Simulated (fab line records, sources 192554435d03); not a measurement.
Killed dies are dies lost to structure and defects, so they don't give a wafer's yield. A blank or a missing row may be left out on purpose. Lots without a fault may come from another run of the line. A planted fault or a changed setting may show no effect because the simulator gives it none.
Split-lot experiment | flow n5_finfet | 7 lots, 39 wafers read, on a route of 1938 steps

THE SPLIT
At N5_ILD0_PRECLEAN_10 (cleans in NF3:NH3, afs cycles 5, time 20 s, sublimation time 60 s), the setting time_s was moved away from the recipe's 20 s on 12 of the 39 wafers read, by -59.1% to +54.9%. The other wafers ran this setting at the recipe's value.

The reading is taken at the split's own step.

THE READING
SiO2_flowable_of_ILD0_FCVD_FILL_01.thk_nm (the simulator's own value, which no gauge read), in nm, at N5_ILD0_PRECLEAN_10 (cleans in NF3:NH3, afs cycles 5, time 20 s, sublimation time 60 s). The file gives no usual value for it. The 27 wafers here that ran the recipe average 120.3 nm, standard deviation 0.67 nm.

wafer  | tool, chamber at the split | time_s as run, s | against the recipe | SiO2_flowable_of_ILD0_FCVD_FILL_01.thk_nm, nm | against lot-mates on the recipe
L082.1 | remote_plasma-02, 1        | 30.98            | +54.9%             | 112.4                                         | -7.5
L082.2 | remote_plasma-02, 1        | 20               | recipe             | 119.6                                         | -
L082.3 | remote_plasma-02, 1        | 30.98            | +54.9%             | 112.6                                         | -7.3
L082.4 | remote_plasma-02, 1        | 30.98            | +54.9%             | 111.4                                         | -8.5
L082.5 | remote_plasma-02, 1        | 20               | recipe             | 120.6                                         | -
L082.6 | remote_plasma-02, 1        | 20               | recipe             | 119.4                                         | -
L084.1 | remote_plasma-01, 1        | 20               | recipe             | 120.4                                         | -
L084.2 | remote_plasma-01, 1        | 20               | recipe             | 121                                           | -
L084.3 | remote_plasma-01, 1        | 20               | recipe             | 120.6                                         | -
L084.4 | remote_plasma-01, 1        | 20               | recipe             | 120.6                                         | -
L084.5 | remote_plasma-01, 1        | 20               | recipe             | 120.2                                         | -
L084.6 | remote_plasma-01, 1        | 20               | recipe             | 120                                           | -
L085.1 | remote_plasma-02, 0        | 8.353            | -58.2%             | 129                                           | +8.7
L085.2 | remote_plasma-02, 0        | 20               | recipe             | 120.6                                         | -
L085.3 | remote_plasma-02, 0        | 8.353            | -58.2%             | 129.8                                         | +9.5
L085.5 | remote_plasma-02, 0        | 8.353            | -58.2%             | 129.8                                         | +9.5
L085.4 | remote_plasma-02, 0        | 20               | recipe             | 120.4                                         | -
L085.6 | remote_plasma-02, 0        | 20               | recipe             | 119.8                                         | -
L089.2 | remote_plasma-01, 1        | 20               | recipe             | 121                                           | -
L089.3 | remote_plasma-01, 1        | 20               | recipe             | 121.2                                         | -
L089.6 | remote_plasma-01, 1        | 20               | recipe             | 121.4                                         | -
L092.1 | remote_plasma-02, 1        | 20               | recipe             | 120.2                                         | -
L092.2 | remote_plasma-02, 1        | 8.175            | -59.1%             | 130.6                                         | +9.6
L092.3 | remote_plasma-02, 1        | 20               | recipe             | 121.6                                         | -
L092.4 | remote_plasma-02, 1        | 8.175            | -59.1%             | 131                                           | +10.0
L092.5 | remote_plasma-02, 1        | 20               | recipe             | 121.2                                         | -
L092.6 | remote_plasma-02, 1        | 8.175            | -59.1%             | 130.8                                         | +9.8
L094.1 | remote_plasma-01, 0        | 9.851            | -50.7%             | 128                                           | +7.5
L094.2 | remote_plasma-01, 0        | 9.851            | -50.7%             | 129.2                                         | +8.7
L094.3 | remote_plasma-01, 0        | 20               | recipe             | 120.6                                         | -
L094.4 | remote_plasma-01, 0        | 20               | recipe             | 120.6                                         | -
L094.5 | remote_plasma-01, 0        | 9.851            | -50.7%             | 129                                           | +8.5
L094.6 | remote_plasma-01, 0        | 20               | recipe             | 120.2                                         | -
L096.1 | remote_plasma-02, 0        | 20               | recipe             | 119.2                                         | -
L096.2 | remote_plasma-02, 0        | 20               | recipe             | 119.4                                         | -
L096.3 | remote_plasma-02, 0        | 20               | recipe             | 119                                           | -
L096.4 | remote_plasma-02, 0        | 20               | recipe             | 120.6                                         | -
L096.5 | remote_plasma-02, 0        | 20               | recipe             | 120                                           | -
L096.6 | remote_plasma-02, 0        | 20               | recipe             | 119.6                                         | -

THE FIT
A straight line over all 39 wafers: SiO2_flowable_of_ILD0_FCVD_FILL_01.thk_nm changes by -0.162 nm for each +1% of time_s; r = -0.99; the points scatter about the line by 0.69 nm.
The same after taking each lot's own level away (the mean of its wafers on the recipe; 39 wafers): -0.156 nm for each +1%; r = -0.99; scatter 0.51 nm.
On that fit, the largest move of time_s shifts the reading by 9.2 nm.
The lots' own levels span 119.63 to 121.20 nm, that is 2.3 times the standard deviation above.
So the lot-to-lot level changes the slope little: the two slopes agree.
Check: with one of the wafers moved furthest among these (-59.1%) left out of the fit, the line predicts +9.35 nm for it against its lot-mates. It came out at +9.6 nm against them.

OTHER SPLITS ON THESE WAFERS
These wafers also went through other splits before the reading. Each is held against what the fit with the lots' levels taken away leaves over:
other split on the same wafers        | wafers away from the commonest value | r with SiO2_flowable_of_ILD0_FCVD_FILL_01.thk_nm (lot level and that fit taken away)
N5_ZERO_LAYER_ETCH_18 target_depth_a  | 12                                   | -0.15
N5_FIN_CUT_CUT_ETCH_15 target_depth_a | 15                                   | -0.10

THE FILE'S OWN FIT
SiO2_flowable_of_ILD0_FCVD_FILL_01.thk_nm changes by -0.157 nm for each +1% of time_s, r = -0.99.
